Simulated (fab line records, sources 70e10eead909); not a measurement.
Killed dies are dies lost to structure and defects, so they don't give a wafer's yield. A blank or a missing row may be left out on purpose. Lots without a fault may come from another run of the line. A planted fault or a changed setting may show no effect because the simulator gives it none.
fab line records | flow nand_harc
record lots=6 wafers=18 last_day=33
route steps=1302 shown P_M2@329 P_BONDPAD@351 END@1302
lots that met no fault: from a run of the same line without faults
start_h: hours from the record's first day to the start of the lot's first wafer shown | wait_h: hours since the lot's step before | " the same as in the row above | L1.1+2: a row that stands for several wafers | - no value, or no start given | * or withheld: withheld | < > ~ a bound
route shown NAME@n: a module of which the file shows steps, and the number in the route of the first | usual: mean/standard deviation of fault-free wafers | same: alike in all rows | chamber/n: place in a boat | sites: the reading at each site | _std_site: their standard deviation | _edge_site: outer sites' mean less inner sites' | radius_mm: how far each site lies from the wafer's centre | mask NAME#n: copy n | behind: the tool/chamber that last shaped the wafer | hold: why the lot was held/for how many hours/how that ended | device: the transistor (n, p or np) that didn't switch | end of line: the same wafers' tests at the end of the route | a step without rows: its recipe alone | killed: dies lost to structure and defects at the first sort, not the wafer's yield | map: a wafer's dies, x killed, . not, _ none there
set.NAME: the setting as run; set.NAME@STEP: as run at that earlier step | model.NAME: the simulator's own value behind a step, which no gauge read
lots at some steps of the route; a table a step, a row a wafer
services: from which hour (start_h, from the record's first day; less than 0 if before it) a tool's chamber was out of use, for how many hours, and why
## steps
# step NHARC_P_M2_OVL_MEAS_10
# recipe pitch_nm=340
# usual overlay_x_nm=0.2/0.93 overlay_y_nm=-0.1/0.7
# columns lot.wafer tool chamber start_h wait_h overlay_x_nm overlay_y_nm
L794.2 overlay-01 - 175.42 - -0.4 -1.2
L794.3 " - " " -0.1 -0.9
L794.4 " - " " -0.1 -1.7
L797.1 overlay-02 - 218.65 - -0.5 0.5
L797.4 " - " " -0.4 1.1
L797.6 " - " " -0.8 0.7
L802.4 overlay-01 - 256.07 - 0.7 -0.3
L802.5 " - " " 0.9 -0.1
L802.6 " - " " -0.2 -0.3
L804.2 overlay-02 - 275.90 - 0.1 0.6
L804.4 " - " " 0.4 0.1
L804.6 " - " " 0.1 0.7
L803.1 overlay-02 - 276.86 - 1.6 -0.7
L803.4 " - " " 0.4 -0.4
L803.6 " - " " 0.8 -0.9
L810.1 overlay-02 - 333.96 - 1.4 -1.2
L810.4 " - " " 1.0 -1.3
L810.5 " - " " 1.2 -1.3
# step NHARC_P_M2_INSPECT_11
# usual raw_defect_count=5/3.1
# columns lot.wafer tool chamber start_h wait_h raw_defect_count
L794.2 defect_inspect-02 - 175.46 0.0 8
L794.3 " - " " 5
L794.4 " - " " 4
L797.1 defect_inspect-02 - 218.69 0.0 3
L797.4 " - " " 6
L797.6 " - " " 5
L802.4 defect_inspect-01 - 256.10 0.0 6
L802.5 " - " " 11
L802.6 " - " " 6
L804.2 defect_inspect-01 - 275.94 0.0 3
L804.4 " - " " 1
L804.6 " - " " 0
L803.1 defect_inspect-01 - 276.90 0.0 4
L803.4 " - " " 3
L803.6 " - " " 4
L810.1 defect_inspect-02 - 333.99 0.0 12
L810.4 " - " " 7
L810.5 " - " " 7
# step NHARC_P_M2_DESCUM_14
# recipe time_s=3 o2_flow_sccm=200 ar_flow_sccm=0 bias_power_w=0 chemistry=O2
# step NHARC_P_M2_ETCH_35
# recipe target_depth_a=400 overetch_a=120 time_s=43.94 ion_energy_ev=200 n2_flow_sccm=150 h2_flow_sccm=150 ar_flow_sccm=0 rf_w=400 bias_w=150 chemistry=N2/H2
# step NHARC_P_M2_ETCH_15
# recipe target_depth_a=1825 time_s=91.2 c4f8_flow_sccm=withheld ar_flow_sccm=400 rf_w=600 bias_w=300 chemistry=C4F8/Ar
# usual oes_product_au=0.945/0.021 rf_vpp_V=440.9/2.9
# columns lot.wafer tool chamber start_h wait_h oes_product_au rf_hours_counter_h rf_vpp_V
L794.2 rie_diel-13 2 - - 0.970 0.0 438.3
L794.3 " 3 " " 0.974 0.0 443.7
L794.4 " 0 " " 0.973 0.0 437.1
L797.4 rie_diel-07 2 - - 0.930 4.9 445.4
L797.1 " 3 " " 0.928 4.8 440.8
L797.6 " 2 " " 0.932 - 444.8
L802.4 rie_diel-05 2 - - 0.958 0.7 441.3
L802.6 " 3 " " 0.959 - 439.0
L802.5 " 0 " " 0.980 - 445.3
L804.2 rie_diel-05 1 - - 0.970 1.8 436.1
L804.4 " 2 " " 0.950 2.0 441.5
L804.6 " 2 " " 0.957 - 441.8
L803.4 rie_diel-07 2 - - 0.937 9.4 444.2
L803.1 " 3 " " 0.932 10.5 442.5
L803.6 " 3 " " 0.925 - 441.8
L810.1 rie_diel-07 1 - - 0.952 3.4 439.4
L810.4 " 2 " " 0.989 3.0 444.7
L810.5 " 1 " " 0.958 - 439.9
# step NHARC_P_M2_CD_MEAS_16
# usual cd_nm=170.0/0.62
# columns lot.wafer tool chamber start_h wait_h cd_nm
L794.2 cd_sem-01 - 175.82 - 169.3
L794.3 " - " " 170.8
L794.4 " - " " 170.8
L797.1 cd_sem-03 - 219.05 - 169.2
L797.4 " - " " 169.6
L797.6 " - " " 170.4
L802.4 cd_sem-03 - 256.48 - 169.7
L802.5 " - " " 169.4
L802.6 " - " " 170.4
L804.2 cd_sem-01 - 276.31 - 169.1
L804.4 " - " " 169.5
L804.6 " - " " 169.5
L803.1 cd_sem-01 - 277.26 - 169.6
L803.4 " - " " 170.5
L803.6 " - " " 169.8
L810.1 cd_sem-02 - 334.36 - 170.3
L810.4 " - " " 169.6
L810.5 " - " " 170.0
# step NHARC_P_M2_STRIP_18
# recipe power_w=1000 n2_flow_sccm=150 h2_flow_sccm=150 ar_flow_sccm=0 bias_w=0 chemistry=N2/H2
# step NHARC_P_M2_ETCH_28
# recipe target_depth_a=300 over_etch_frac=0.3 time_s=72.99 ion_energy_ev=150 cf4_flow_sccm=50 n2_flow_sccm=100 ar_flow_sccm=150 rf_w=300 bias_w=100 chemistry=CF4/N2
# step NHARC_P_M2_STRIP_19
# recipe time_s=600 temp_c=30 chemistry=post_etch_residue_remover
# step NHARC_P_M2_DEGAS_29
# recipe temp_c=250 time_s=60
# step NHARC_P_M2_PRE_CLEAN_30
# recipe time_s=30 temp_c=280 gas=H2/He
# usual heater_power_w=431/36
# columns lot.wafer tool chamber start_h wait_h heater_power_w
L794.3 pvd_sputter-01 - - - 465
L794.4 " - " " 426
L794.2 " - " " 462
L797.4 pvd_sputter-01 - - - 428
L797.1 " - " " 463
L797.6 " - " " 436
L802.4 pvd_sputter-03 - - - 426
L802.5 " - " " 404
L802.6 " - " " 421
L804.4 pvd_sputter-01 - - - 433
L804.2 " - " " 402
L804.6 " - " " 429
L803.4 pvd_sputter-03 - - - 479
L803.1 " - " " 412
L803.6 " - " " 400
L810.4 pvd_sputter-03 - - - 420
L810.1 " - " " 480
L810.5 " - " " 401
# step NHARC_P_M2_PVD_20
# recipe target_thk_a=50 bias_v=168.6 power_w=15000 chamber_pressure_pa=0.12 time_s=8.06 substrate_temp_c=50 material=TaN
# usual bias_v=168.7/1.7 throttle_valve_pct=30.6/0.79
# columns lot.wafer tool chamber start_h wait_h bias_v throttle_valve_pct
L794.3 pvd_sputter-01 - - - 167.4 31.0
L794.4 " - " " 169.2 29.0
L794.2 " - " " 166.8 30.8
L797.4 pvd_sputter-01 - - - 169.7 29.2
L797.1 " - " " 165.4 30.8
L797.6 " - " " 168.3 31.4
L802.4 pvd_sputter-03 - - - 169.3 29.9
L802.6 " - " " 168.2 30.4
L802.5 " - " " 166.6 30.6
L804.2 pvd_sputter-01 - - - 167.4 29.1
L804.4 " - " " 166.6 30.8
L804.6 " - " " 168.5 29.5
L803.1 pvd_sputter-03 - - - 169.0 30.6
L803.4 " - " " 169.0 30.1
L803.6 " - " " 168.6 30.7
L810.1 pvd_sputter-03 - - - 168.0 30.7
L810.4 " - " " 166.6 29.9
L810.5 " - " " 170.5 30.6
# step NHARC_P_M2_PVD_21
# recipe target_thk_a=300 chamber_pressure_pa=5 power_w=5000 substrate_temp_c=30 time_s=20.49 material=Cu
# usual throttle_valve_pct=30.6/0.87
# columns lot.wafer tool chamber start_h wait_h throttle_valve_pct
L794.2 pvd_sputter-01 - 176.75 - 31.2
L794.3 " - " " 31.5
L794.4 " - " " 30.7
L797.4 pvd_sputter-01 - 220.04 - 31.6
L797.1 " - " " 29.0
L797.6 " - " " 31.8
L802.4 pvd_sputter-03 - 257.49 - 30.8
L802.6 " - " " 31.9
L802.5 " - " " 30.5
L804.4 pvd_sputter-01 - 277.24 - 29.2
L804.2 " - " " 32.3
L804.6 " - " " 29.7
L803.4 pvd_sputter-03 - 278.21 - 30.3
L803.1 " - " " 30.8
L803.6 " - " " 30.3
L810.4 pvd_sputter-03 - 335.36 - 29.8
L810.1 " - " " 30.5
L810.5 " - " " 29.9
# step NHARC_P_M2_ECD_22
# recipe target_thk_a=4000 bath_temp_c=25 material=Cu
# step NHARC_P_M2_ANNEAL_31
# recipe temp_c=225 time_s=90
# step NHARC_P_M2_CMP_23
# recipe t_overpolish_s=20 target_thk_nm=144.3
# step NHARC_P_M2_SRD_25
# step NHARC_P_M2_PRE_CLEAN_32
# recipe time_s=12 temp_c=370 rf_power_w=300 gas=NH3
# step NHARC_P_M2_DEP_33
# recipe target_thk_a=300 temp_c=370 target_thk_nm=30 pressure_torr=3 flow_sccm=200 rf_w=450 material=SiCN
# step NHARC_P_BONDPAD_DEP_00
# recipe target_thk_a=2500 temp_c=370 target_thk_nm=250 pressure_torr=3 flow_sccm=200 rf_w=450 material=SiCN
# step NHARC_P_BONDPAD_CMP_32
# recipe target_thk_nm=200 material=SiCN
# step NHARC_P_BONDPAD_THK_MEAS_33
# recipe thk_meas_gauge=ellipsometry
# usual thk_nm=200.2/1.4
# columns lot.wafer tool chamber start_h wait_h thk_nm
L794.2 film_metro-01 - 179.32 0.2 197.8
L794.3 " - " " 199.5
L794.4 " - " " 199.6
L797.1 film_metro-02 - 222.64 0.2 200.1
L797.4 " - " " 201.4
L797.6 " - " " 200.0
L802.4 film_metro-01 - 260.05 0.2 201.6
L802.5 " - " " 203.0
L802.6 " - " " 200.8
L804.2 film_metro-02 - 279.76 0.2 200.8
L804.4 " - " " 199.0
L804.6 " - " " 199.9
L803.1 film_metro-02 - 280.76 0.1 198.5
L803.4 " - " " 197.9
L803.6 " - " " 200.4
L810.1 film_metro-01 - 337.92 0.2 202.0
L810.4 " - " " 201.7
L810.5 " - " " 196.9
# step NHARC_P_BONDPAD_SRD_34
# step NHARC_P_BONDPAD_DEHYDRATE_01
# recipe temp_c=150 time_s=120
# step NHARC_P_BONDPAD_HMDS_02
# recipe time_s=30
# step NHARC_P_BONDPAD_COAT_36
# recipe temp_c=200 time_s=65
# step NHARC_P_BONDPAD_COAT_03
# recipe spin_rpm=2000 resist_thk_nm=600
# step NHARC_P_BONDPAD_SOFTBAKE_04
# recipe temp_c=125 time_s=70
# step NHARC_P_BONDPAD_EBR_05
# step NHARC_P_BONDPAD_EXPOSE_06
# recipe na=0.55 dose_mj=37.06 mask_id=P_BPAD
# step NHARC_P_BONDPAD_PEB_07
# recipe peb_temp_c=128 peb_time_s=80
# step NHARC_P_BONDPAD_DEVELOP_08
# recipe time_s=50 dev_temp_c=22
# step NHARC_P_BONDPAD_CD_MEAS_09
# recipe target_cd_nm=500 landing_energy_ev=500
# usual cd_nm=499.2/1.7
# columns lot.wafer tool chamber start_h wait_h cd_nm
L794.2 cd_sem-02 0 179.89 - 496.1
L794.3 " 0 " " 497.8
L794.4 " 0 " " 497.8
L797.1 cd_sem-01 0 223.10 - 498.6
L797.4 " 0 " " 498.6
L797.6 " 0 " " 498.0
L802.4 cd_sem-03 0 260.49 - 501.0
L802.5 " 0 " " 500.8
L802.6 " 0 " " 500.3
L804.2 cd_sem-03 0 280.20 - 497.2
L804.4 " 0 " " 497.9
L804.6 " 0 " " 498.0
L803.1 cd_sem-01 0 281.20 - 499.4
L803.4 " 0 " " 497.3
L803.6 " 0 " " 498.1
L810.1 cd_sem-03 0 338.36 - 500.6
L810.4 " 0 " " 501.3
L810.5 " 0 " " 502.5
# step NHARC_P_BONDPAD_OVL_MEAS_38
# usual overlay_x_nm=-1/6 overlay_y_nm=0/4.2
# columns lot.wafer tool chamber start_h wait_h overlay_x_nm overlay_y_nm
L794.2 overlay-02 - 179.98 - 1 -3
L794.3 " - " " 0 -3
L794.4 " - " " 0 -3
L797.1 overlay-02 - 223.19 - 7 5
L797.4 " - " " 7 5
L797.6 " - " " 7 5
L802.4 overlay-01 - 260.57 - 2 -4
L802.5 " - " " 3 -4
L802.6 " - " " 2 -4
L804.2 overlay-01 - 280.29 - -8 -2
L804.4 " - " " -8 -1
L804.6 " - " " -8 -2
L803.1 overlay-02 - 281.29 - 3 -4
L803.4 " - " " 3 -4
L803.6 " - " " 3 -4
L810.1 overlay-01 - 338.44 - -4 -9
L810.4 " - " " -3 -9
L810.5 " - " " -3 -10
# step NHARC_P_BONDPAD_HARDBAKE_10
# recipe temp_c=118 time_s=65
# step NHARC_P_BONDPAD_DESCUM_11
# recipe time_s=3 o2_flow_sccm=200 ar_flow_sccm=0 bias_power_w=0 chemistry=O2
# usual drypump_motor_current_A=5.6/0.47 mfc_ar_sccm=0.006/0.01 o2_flow_sccm=199.9/0.62 oes_product_au=1.000/0.0077 rf_vpp_V=57.9/0.89 showerhead_plenum_p_Torr=1.93/0.09 throttle_valve_pct=11.311/0.0087
# columns lot.wafer tool chamber start_h wait_h drypump_motor_current_A mfc_ar_sccm o2_flow_sccm oes_product_au rf_hours_counter_h rf_vpp_V showerhead_plenum_p_Torr throttle_valve_pct
L794.2 rie_diel-02 1 180.10 - 5.7 0.012 200.0 1.002 3.0 58.0 1.79 11.332
L794.4 " 2 " " 4.8 0 200.3 0.997 3.1 58.8 2.07 11.322
L794.3 " 0 " " 4.8 0 200.5 1.003 3.2 57.2 1.78 11.327
L797.4 rie_diel-06 3 223.32 - 5.9 0.002 199.5 1.004 4.6 57.0 1.92 11.317
L797.1 " 0 " " 5.7 0 199.9 1.003 5.2 58.4 2.01 11.312
L797.6 " 2 " " 5.9 0 199.0 0.997 - 56.4 1.92 11.313
L802.4 rie_diel-02 1 260.71 - 5.7 0.012 199.7 0.998 0.8 57.3 1.79 11.294
L802.6 " 3 " " 5.4 0 200.3 0.988 - 59.0 2.03 11.302
L802.5 " 0 " " 4.7 0 200.0 0.983 - 57.1 1.78 11.315
L804.4 rie_diel-02 3 280.43 - 5.4 0 200.0 0.984 1.5 58.9 2.03 11.324
L804.2 " 0 " " 4.8 0 200.1 0.985 1.2 57.2 1.78 11.298
L804.6 " 2 " " 4.8 0 200.9 0.999 - 58.1 2.07 11.308
L803.4 rie_diel-01 0 281.42 - 5.5 0 200.3 1.000 4.1 58.0 1.94 11.299
L803.1 " 2 " " 5.4 0 200.5 0.998 3.6 57.2 1.90 11.310
L803.6 " 0 " " 5.5 0 200.1 0.998 - 57.7 1.94 11.301
L810.4 rie_diel-02 1 338.58 - 5.6 0.012 198.7 1.006 2.4 55.8 1.79 11.308
L810.1 " 2 " " 4.8 0 199.5 1.003 2.5 59.2 2.07 11.302
L810.5 " 1 " " 5.7 0.012 199.6 0.994 - 57.8 1.79 11.309
# step NHARC_P_BONDPAD_ETCH_37
# recipe target_depth_a=600 overetch_a=180 time_s=65.91 ion_energy_ev=200 n2_flow_sccm=150 h2_flow_sccm=150 ar_flow_sccm=0 rf_w=400 bias_w=150 chemistry=N2/H2
# usual drypump_motor_current_A=5.6/0.47 mfc_ar_sccm=0.005/0.0095 oes_product_au=1.001/0.0079 rf_vpp_V=431.3/2.8 showerhead_plenum_p_Torr=2.07/0.096 throttle_valve_pct=14.172/0.0094
# columns lot.wafer tool chamber start_h wait_h drypump_motor_current_A mfc_ar_sccm oes_product_au rf_hours_counter_h rf_vpp_V showerhead_plenum_p_Torr throttle_valve_pct
L794.3 rie_diel-02 3 180.19 0.1 5.4 0 0.995 3.0 433.8 2.17 14.164
L794.2 " 0 " " 4.8 0 1.006 3.2 425.7 1.90 14.183
L794.4 " 1 " " 5.7 0.012 0.992 3.0 427.1 1.91 14.174
L797.1 rie_diel-06 3 223.40 0.1 6.0 0.002 1.004 4.6 431.0 2.04 14.146
L797.4 " 0 " " 5.7 0 0.994 5.2 432.9 2.15 14.168
L797.6 " 0 " " 5.8 0 1.002 - 433.4 2.15 14.175
L802.4 rie_diel-02 0 260.79 0.1 4.8 0 0.979 0.8 426.9 1.90 14.167
L802.5 " 2 " " 4.8 0 1.003 - 435.7 2.21 14.177
L802.6 " 3 " " 5.4 0 0.990 - 435.2 2.16 14.179
L804.4 rie_diel-02 2 280.50 0.1 4.8 0 1.013 1.6 434.8 2.21 14.157
L804.2 " 0 " " 4.8 0 0.992 1.2 428.3 1.90 14.174
L804.6 " 3 " " 5.4 0 1.002 - 433.2 2.16 14.165
L803.4 rie_diel-01 1 281.50 0.1 6.0 0 1.001 2.9 431.4 2.06 14.180
L803.1 " 2 " " 5.4 0 0.998 3.6 426.9 2.02 14.177
L803.6 " 1 " " 6.0 0 1.003 - 430.3 2.06 14.161
L810.4 rie_diel-02 0 338.66 0.1 4.7 0 0.987 2.2 425.6 1.90 14.167
L810.1 " 1 " " 5.7 0.012 0.999 2.4 427.3 1.91 14.174
L810.5 " 0 " " 4.8 0 0.985 - 426.0 1.90 14.163
# step NHARC_P_BONDPAD_ETCH_12
# recipe target_depth_a=2000 time_s=100 chf3_flow_sccm=50 o2_flow_sccm=10 ar_flow_sccm=200 rf_w=500 bias_w=200 chemistry=CHF3/O2
# step NHARC_P_BONDPAD_CD_MEAS_13
# usual cd_nm=498.4/1.9
# columns lot.wafer tool chamber start_h wait_h cd_nm
L794.2 cd_sem-01 - 180.42 - 495.6
L794.3 " - " " 496.8
L794.4 " - " " 497.1
L797.1 cd_sem-03 - 223.62 - 499.3
L797.4 " - " " 498.0
L797.6 " - " " 497.0
L802.4 cd_sem-02 - 261.02 - 499.8
L802.5 " - " " 500.2
L802.6 " - " " 498.7
L804.2 cd_sem-02 - 280.73 - 496.9
L804.4 " - " " 497.5
L804.6 " - " " 496.8
L803.1 cd_sem-01 - 281.73 - 499.2
L803.4 " - " " 496.9
L803.6 " - " " 496.8
L810.1 cd_sem-02 - 338.88 - 500.0
L810.4 " - " " 500.5
L810.5 " - " " 501.4
# step NHARC_END_SORT_01
# recipe temp_c=25
# usual defect_limited_yield=89.9/2.6 killed_at_array=63/18 killed_at_other=1.1/1.3 killed_at_periphery=4.3/2.8 killed_dies=68/18 killed_open=3.3/2 killed_short=2.4/1.6
# same gross_dies=677
# columns lot.wafer tool chamber start_h wait_h defect_limited_yield[%] killed_at_array killed_at_other killed_at_periphery killed_dies killed_open killed_short
L797.1 prober-01 0 736.74 2.5 90.3 63 0 3 66 6 2
L797.4 prober-01 0 739.15 3.4 90.0 62 2 4 68 4 4
L797.6 prober-01 0 740.76 4.0 90.1 58 3 6 67 8 2
L802.4 prober-02 0 747.10 3.4 79.3 49 1 90 140 4 1
L802.5 prober-02 0 747.89 3.7 89.8 60 1 8 69 2 3
L802.6 prober-02 0 748.69 4.0 90.4 58 2 5 65 7 2
L803.1 prober-01 0 760.21 2.5 78.7 63 0 81 144 4 1
L803.4 prober-01 0 762.64 3.4 87.3 84 0 2 86 1 3
L803.6 prober-01 0 764.26 4.0 86.6 89 0 2 91 4 2
L804.2 prober-01 0 768.92 2.8 92.9 46 1 1 48 6 3
L804.4 prober-01 0 770.51 3.4 93.4 44 0 1 45 4 3
L804.6 prober-01 0 772.10 4.0 91.9 51 3 1 55 1 4
L810.1 prober-01 0 783.62 2.5 89.8 63 3 3 69 3 0
L810.4 prober-01 0 785.98 3.3 90.0 61 3 4 68 4 0
L810.5 prober-01 0 786.77 3.6 91.1 55 2 3 60 3 1
# killed by level:class
L797.1 A_CHANNEL_HOLE_D1:chamber_film_flake=34 A_CHANNEL_HOLE_D2:chamber_film_flake=12 A_CONTACT:chamber_film_flake=5 A_M0:chamber_film_flake=3 A_ONON_D2:geometric_particle:open=2 P_GATE:geometric_particle:open=1 P_CONTACT:geometric_particle:short=1 P_M1:geometric_particle:open=1
L797.4 A_CHANNEL_HOLE_D1:chamber_film_flake=30 A_CHANNEL_HOLE_D2:chamber_film_flake=11 A_CONTACT:chamber_film_flake=6 A_STAIRCASE:chamber_film_flake=3 A_CHANNEL_FILL_D1:chamber_film_flake=2 A_SLIT:chamber_film_flake=2 THIN_TSV:chamber_film_flake=2 P_M0:geometric_particle:open=1
L797.6 A_CHANNEL_HOLE_D1:chamber_film_flake=31 A_CHANNEL_HOLE_D2:chamber_film_flake=10 A_STAIRCASE:chamber_film_flake=4 A_CONTACT:chamber_film_flake=4 THIN_TSV:chamber_film_flake=3 P_CONTACT:geometric_particle:open=2 P_M0:geometric_particle:open=2 A_WL_FILL:geometric_particle:open=2
L802.4 P_M2:unspecified=85 A_CHANNEL_HOLE_D1:chamber_film_flake=29 A_CHANNEL_HOLE_D2:chamber_film_flake=10 A_SLIT:chamber_film_flake=3 P_CONTACT:chamber_film_flake=2 A_CONTACT:chamber_film_flake=2 P_GATE:geometric_particle:open=1 A_ONON_D1:geometric_particle:open=1
L802.5 A_CHANNEL_HOLE_D1:chamber_film_flake=30 A_CHANNEL_HOLE_D2:chamber_film_flake=18 A_CONTACT:chamber_film_flake=6 P_GATE:chamber_film_flake=4 P_STI:chamber_film_flake=3 P_GATE:geometric_particle:open=1 A_ONON_D1:geometric_particle:short=1 A_DECK1_JOINT:geometric_particle:short=1
L802.6 A_CHANNEL_HOLE_D1:chamber_film_flake=31 A_CHANNEL_HOLE_D2:chamber_film_flake=11 A_CONTACT:chamber_film_flake=5 P_GATE:chamber_film_flake=3 A_STAIRCASE:chamber_film_flake=2 P_GATE:geometric_particle:open=1 A_ONON_D1:geometric_particle:open=1 A_CHANNEL_HOLE_D1:geometric_particle:open=1
L803.1 P_M2:unspecified=77 A_CHANNEL_HOLE_D1:chamber_film_flake=30 A_SLIT:chamber_film_flake=24 P_M0:geometric_particle:open=2 A_CONTACT:geometric_particle:open=2 P_ZERO_WELL:chamber_film_flake=1 A_WL_FILL:geometric_particle:short=1 P_GATE:chamber_film_flake=1
L803.4 A_SLIT:chamber_film_flake=38 A_CHANNEL_HOLE_D1:chamber_film_flake=34 A_CONTACT:chamber_film_flake=3 A_ZERO_WELL:chamber_film_flake=2 A_STAIRCASE:chamber_film_flake=2 P_GATE:geometric_particle:open=1 A_ONON_D1:geometric_particle:short=1 A_CHANNEL_FILL_D1:geometric_particle:short=1
L803.6 A_CHANNEL_HOLE_D1:chamber_film_flake=36 A_SLIT:chamber_film_flake=36 A_CONTACT:chamber_film_flake=8 P_M0:geometric_particle:open=2 A_CHANNEL_FILL_D1:geometric_particle:open=2 A_CHANNEL_FILL_D1:chamber_film_flake=2 A_ONON_D2:geometric_particle:short=1 A_CONTACT:geometric_particle:short=1
L804.2 A_CHANNEL_HOLE_D2:chamber_film_flake=19 A_CHANNEL_HOLE_D1:chamber_film_flake=12 A_CHANNEL_HOLE_D2:geometric_particle:short=2 A_SGD_CUT:geometric_particle:open=2 A_BLC:geometric_particle:open=2 A_STAIRCASE:chamber_film_flake=2 A_CONTACT:chamber_film_flake=2 A_CHANNEL_FILL_D2:geometric_particle:open=1
L804.4 A_CHANNEL_HOLE_D2:chamber_film_flake=12 A_CHANNEL_HOLE_D1:chamber_film_flake=10 A_SLIT:chamber_film_flake=5 A_WL_FILL:chamber_film_flake=4 A_CONTACT:chamber_film_flake=3 A_ZERO_WELL:chamber_film_flake=2 A_STAIRCASE:chamber_film_flake=2 P_M0:geometric_particle:open=1
L804.6 A_CHANNEL_HOLE_D2:chamber_film_flake=19 A_CHANNEL_HOLE_D1:chamber_film_flake=10 A_SLIT:chamber_film_flake=5 A_WL_FILL:chamber_film_flake=4 A_CONTACT:chamber_film_flake=4 THIN_TSV:chamber_film_flake=3 A_STAIRCASE:chamber_film_flake=2 P_M0:geometric_particle:short=1
L810.1 A_SLIT:chamber_film_flake=30 A_CHANNEL_HOLE_D1:chamber_film_flake=14 A_CONTACT:chamber_film_flake=8 A_CHANNEL_HOLE_D2:chamber_film_flake=5 HYBRID_BOND:chamber_film_flake=3 P_GATE:chamber_film_flake=2 A_CHANNEL_FILL_D2:geometric_particle:open=1 A_CONTACT:geometric_particle:open=1
L810.4 A_SLIT:chamber_film_flake=30 A_CONTACT:chamber_film_flake=9 A_CHANNEL_HOLE_D1:chamber_film_flake=4 A_DECK1_JOINT:chamber_film_flake=4 A_CHANNEL_FILL_D1:chamber_film_flake=3 HYBRID_BOND:chamber_film_flake=3 A_WL_FILL:chamber_film_flake=3 A_CHANNEL_FILL_D1:geometric_particle:open=2
L810.5 A_SLIT:chamber_film_flake=23 A_CONTACT:chamber_film_flake=12 A_CHANNEL_HOLE_D1:chamber_film_flake=11 A_WL_FILL:chamber_film_flake=3 P_M1:chamber_film_flake=2 HYBRID_BOND:chamber_film_flake=2 A_ONON_D1:geometric_particle:open=1 A_WL_FILL:geometric_particle:short=1
# map L802.4 (x killed, . not)
____________.____________
_________......._________
_______..........._______
______.............______
_____........x......_____
____..............xx.____
____...............x.____
___..............xxx.x___
___......x.......xxx..___
__................xxx..__
__...............xxxxx.__
_................x.x.x.._
_...............x.x.xxx._
_.........x.......x.x..._
_......x..............x._
_........xxx.........x.._
......xxxxx..............
......xxxxxx.x...........
.....xxxxxxxxx...........
.x..xxxxxxxxxx...........
.....x.xxxxxxx........x..
_....xxxxxxxxx.x..x....._
_....xxxxxxxxx.........._
_....xxxxxxx.x.........._
_.....xxxxxx............_
_......xx.xx...x...x.x.._
__.....x.xxxx..........__
__.x...................__
___..................x___
___...................___
____......x.......x..____
____..x..............____
_____.......xxx....x_____
______....xx.......______
_______..x.x......_______
_________.xx...._________
____________x____________
# map L803.1 (x killed, . not)
____________.____________
_________......._________
_______..........._______
______.............______
_____............x.._____
____.................____
____..........x......____
___...................___
___...................___
__.................x...__
__.....................__
_......................._
_.x....................._
_........x.............._
_.........x............._
_.......xxxx............_
......xxxxxxx..x.........
......xxxxxx..x..........
x.....xxxxxxx...x..x.....
......xxxxxxx............
......xxxxxxxx....x.x.x.x
_.....xxxxxxx....xx....._
_.....xxxxxxx......xxxx._
_.....xxxxxxx.......x.x._
_......xxxxxxx....xxxx.._
_.......xxx........xx.x._
__.....xx..xx....xxxx..__
__......x........x.xx..__
___.......x.......xxx.___
___...x.............xx___
____.......x........x____
____.....x.xx........____
_____.....xx.x....x._____
______..x.xxx.x....______
_______.x.xxxx...._______
_________xxxx.x._________
____________x____________
## services
# columns tool chamber start_h hours kind
rie_diel-13 0 155.29 5.9 repair
rie_diel-13 - 165.00 9.0 pm
pvd_sputter-03 - 170.02 10.0 pm
pvd_sputter-03 - 187.09 10.1 repair
rie_diel-07 2 199.57 6.0 repair
rie_diel-01 - 203.80 9.0 pm
rie_diel-02 - 216.70 9.0 pm
pvd_sputter-01 - 228.43 10.0 pm
rie_diel-05 - 229.60 9.0 pm
pvd_sputter-01 - 239.31 23.7 repair
rie_diel-13 3 239.38 8.2 repair
rie_diel-07 1 246.61 10.3 repair
rie_diel-02 0 252.06 2.8 repair
rie_diel-07 0 269.96 5.8 repair
rie_diel-02 - 278.05 1.6 repair
rie_diel-07 3 278.54 36.4 repair
rie_diel-07 - 294.20 9.0 pm
rie_diel-06 - 307.23 9.0 pm
rie_diel-01 1 308.31 2.6 repair
rie_diel-05 2 309.21 7.6 repair
rie_diel-05 3 315.07 21.7 repair
rie_diel-01 0 321.32 18.6 repair
rie_diel-05 2 323.63 7.3 repair
rie_diel-06 - 337.70 0.9 repair
## key
first_sign step=NHARC_END_SORT_01 reading=killed_at_periphery direction=up sigmas=29 usual=4.3 struck=85.5
effect step=NHARC_END_SORT_01 reading=defect_limited_yield direction=down sigmas=4.1 usual=89.9 struck=79.0
more_kills_born_at NHARC_P_M2_PVD_21@pvd_sputter-03=162
met_at NHARC_P_M2_PVD_21
struck_wafers L802.4,L803.1
fault kind=chamber_particle_source tool=pvd_sputter-03 chamber=- onset_h=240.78 steps=NHARC_P_M2_PVD_21 rate_per_visit_cm2=0.69861 end_h=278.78 scope=struck_wafers_only
